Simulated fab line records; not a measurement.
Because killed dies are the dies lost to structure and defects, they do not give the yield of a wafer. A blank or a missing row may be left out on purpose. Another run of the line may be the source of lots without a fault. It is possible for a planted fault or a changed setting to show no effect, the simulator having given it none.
Struck lot and sound lot, side by side -- flow n5 finfet -- 40 out of 1938 route steps
Sound: the wafers L953.1, L953.3, L953.5. Wafers struck: L964.1, L964.4, L964.6. At the end, the cause is stated.
At each step with rows: each side's tool, then ch and its chambers, then its first start. Under that, the readings that differ: sound wafers -- struck wafers -- difference of the means -- sigmas: that difference in standard deviations of wafers without a fault.
alike: words and numbers the same on both sides, and readings whose means are apart by under 2 such deviations; not compared: readings that were withheld, readings missing a value for some wafer, numbers with overlapping values and no deviation given by the record, and bounds like >300 which may hide the same value.
The two part at a step that has a row with sigmas, a row that says differs or no value, or rows on one side only. Numbers that don't overlap but have no deviation are shown without sigmas and don't part them. Lack of a reading on every wafer of one side parts them only where that side has two or more wafers.

first, 12 steps without rows for these wafers: N5_STI_FIN_REVEAL_ETCHBACK_08 (etches SiO2 in C4F6/O2, target depth 30.5 nm, time 10.167 s); N5_STI_FIN_REVEAL_STRIP_24 (strips in N2/H2, time 90 s); N5_STI_FIN_REVEAL_PRECLEAN_25 (cleans in SPM, time 90 s); N5_STI_FIN_REVEAL_PRECLEAN_26 (cleans in SC1, time 45 s); N5_STI_FIN_REVEAL_PRECLEAN_29 (cleans in DHF, time 30 s); N5_STI_FIN_REVEAL_SRD_12 (time 30 s); N5_STI_FIN_REVEAL_RECESS_09 (chemistry HF/NH3, target SiO2, afs cycles 11, target depth 42.5 nm, sublimation time 60 s); N5_STI_FIN_REVEAL_STRIP_16 (strips SiNx in H3PO4, target depth 23.8 nm); N5_STI_FIN_REVEAL_PRECLEAN_17 (cleans in NF3:NH3, afs cycles 1, time 20 s, sublimation time 60 s); N5_STI_FIN_REVEAL_ETCH_34 (etches Si in H2, material Si, target depth 0.97 nm); N5_STI_FIN_REVEAL_OXIDATION_31 (chemistry O2 PLASMA REMOTE, time 20 s); N5_STI_FIN_REVEAL_PRECLEAN_32 (cleans in NF3:NH3, afs cycles 1, time 20 s, sublimation time 60 s).
N5_STI_FIN_REVEAL_STRIP_35: strips Si3N4 in H3PO4, target depth 4 nm, time 39 s.
  sound on wet bench-02 ch 1,2,7, day 2 14:01; struck on wet bench-02 ch 4,5,6, day 5 07:31
  no value came back on the struck wafers for bath guard temp C (C), bath heat duty pct (%); on the sound wafers bath guard temp C (C) reads 164.6 165.0 164.7
reading,sound,struck,difference,sigmas
model.Si_of_PMOS_HMC_CHANNEL_EPI_EPI_26.thk nm (nm),2.6 2.6 2.6,3 3 3,+0,
then, 2 steps without rows for these wafers: N5_STI_FIN_REVEAL_SRD_21 (time 30 s); N5_STI_FIN_REVEAL_OXIDATION_33 (chemistry O2 PLASMA REMOTE, time 20 s).
N5_STI_FIN_REVEAL_CLEAN_19: cleans in O3/DIW, time 120 s.
  sound on wet bench-04 ch 2,5,6, day 2 14:10; struck on wet bench-04 ch 1,3,4, day 5 07:40
reading,sound,struck,difference,sigmas
model.Si_of_PMOS_HMC_CHANNEL_EPI_EPI_26.thk nm (nm),2.4 2.4 2.4,2.8 2.8 2.8,+0.4,
  alike: bath heat duty pct
then, 1 step without rows for these wafers: N5_STI_FIN_REVEAL_SRD_23 (time 30 s).
N5_STI_FIN_REVEAL_FIN_H_MEAS_10:
  sound: ocd-02 at day 2 14:16; struck: ocd-01 at day 5 07:46
reading,sound,struck,difference,sigmas
trench depth nm (nm),52.0 52.0 52.8,48.6 48.3 47.7,-4.1,-6
then, 20 steps without rows for these wafers: N5_STI_FIN_REVEAL_PRECLEAN_18 (cleans in SC2, time 45 s); N5_STI_FIN_REVEAL_SRD_28 (time 30 s); N5_DUMMY_GATE_PRECLEAN_00 (cleans in O3/DIW, time 60 s); N5_DUMMY_GATE_SRD_01 (time 30 s); N5_DUMMY_GATE_ALD_02 (deposits SiO2, target thk 2 nm, pulse time 1 s); N5_DUMMY_GATE_CVD_03 (deposits a-Si from SiH4, target thk 150 nm, time 8042 s); N5_DUMMY_GATE_PRECLEAN_46 (cleans in DIW, time 89.5 s); N5_DUMMY_GATE_SRD_47 (dry time 32 s); N5_DUMMY_GATE_CMP_04 (polishes a-Si); N5_DUMMY_GATE_HM_DEP_06 (deposits SiNx from DCS/NH3, target thk 80 nm, time 5141 s); N5_DUMMY_GATE_PECVD_30 (deposits SiO2 from TEOS/O2, target thk 55 nm, time 10.8 s); N5_DUMMY_GATE_COAT_34 (time 60 s, resist thk 60 nm); N5_DUMMY_GATE_COAT_35 (time 60 s, resist thk 10 nm); N5_DUMMY_GATE_COAT_28 (time 60 s, resist thk 10 nm); N5_DUMMY_GATE_COAT_09 (resist thk 30 nm); N5_DUMMY_GATE_EBR_11; N5_DUMMY_GATE_SOFTBAKE_10 (time 60 s); N5_DUMMY_GATE_EXPOSE_12 (exposes mask GATE, target cd 25 nm); N5_DUMMY_GATE_PEB_13 (peb time 60 s); N5_DUMMY_GATE_DEVELOP_14 (develop time 30 s).
-- a jump in the record: the struck wafers' starts before and after are 5 days apart (it breaks off in module DUMMY_GATE and resumes in module BEOL_M4, where the first step shown is number 1111 of the route) --
N5_BEOL_M4_RC_MEAS_101:
  sound on prober-01 ch 0, day 7 15:47; struck on prober-01 ch 0, day 10 11:14
reading,sound,struck,difference,sigmas
DIBL_N (mV/V),37.7 35.2 37.9,38.7 45.5 43.8,+5.7,+3
DIBL_P (mV/V),37.1 34.2 38.5,39.1 47.1 43.5,+6.6,+3
IOFF_N (nA/um),0.19 0.14 0.20,0.18 0.55 0.41,+0.20,+6
IOFF_N_85C (nA/um),3.5 2.7 3.6,3.4 8.6 6.8,+3.0,+5
IOFF_P (nA/um),0.26 0.21 0.29,0.30 0.99 0.66,+0.40,+11
IOFF_P_85C (nA/um),4.4 3.6 4.8,4.9 13.1 9.4,+4.9,+9
ION_N (uA/um),683 676 688,626 622 618,-60,-5
ION_P (uA/um),470 467 477,430 435 428,-40,-6
SS_N (mV/dec),71.3 71.1 71.5,72.3 79.7 79.0,+5.7,+10
SS_P (mV/dec),73.7 72.2 73.8,75.6 83.2 81.0,+6.7,+10
  alike: VT_N, VT_P
-- record jumps: 4 days separate the struck wafers' starts on either side; left off in module BEOL_M4, taken up again in module PASSIVATION, whose first shown step is the route's number 1936 --
N5_PASSIVATION_PROBE_49:
  sound: prober-01 at day 12 02:49; struck: prober-01 at day 14 23:10
reading,sound,struck,difference,sigmas
sort_bin_4_leakage (%),0 0 0,0 92.12 58.81,+50,+99 or more
sort n pass,1084 1092 1117,641 1 31,-873,-51
sort yield pct (%),91.9 92.5 94.7,54.3 0.1 2.6,-74.0,-53
  alike: defect limited yield, killed_at_M0_to_M3, killed_at_M4_up, killed at contacts, killed at front end, killed at other, killed dies, killed open, killed short, sort_bin_5_function, sort_bin_6_memory
  not compared: sort_bin_8_speed

== WHERE THEY PART ==
First at N5_STI_FIN_REVEAL_STRIP_35; last, within this record, at N5_PASSIVATION_PROBE_49.

WHY: the cause the simulator had injected
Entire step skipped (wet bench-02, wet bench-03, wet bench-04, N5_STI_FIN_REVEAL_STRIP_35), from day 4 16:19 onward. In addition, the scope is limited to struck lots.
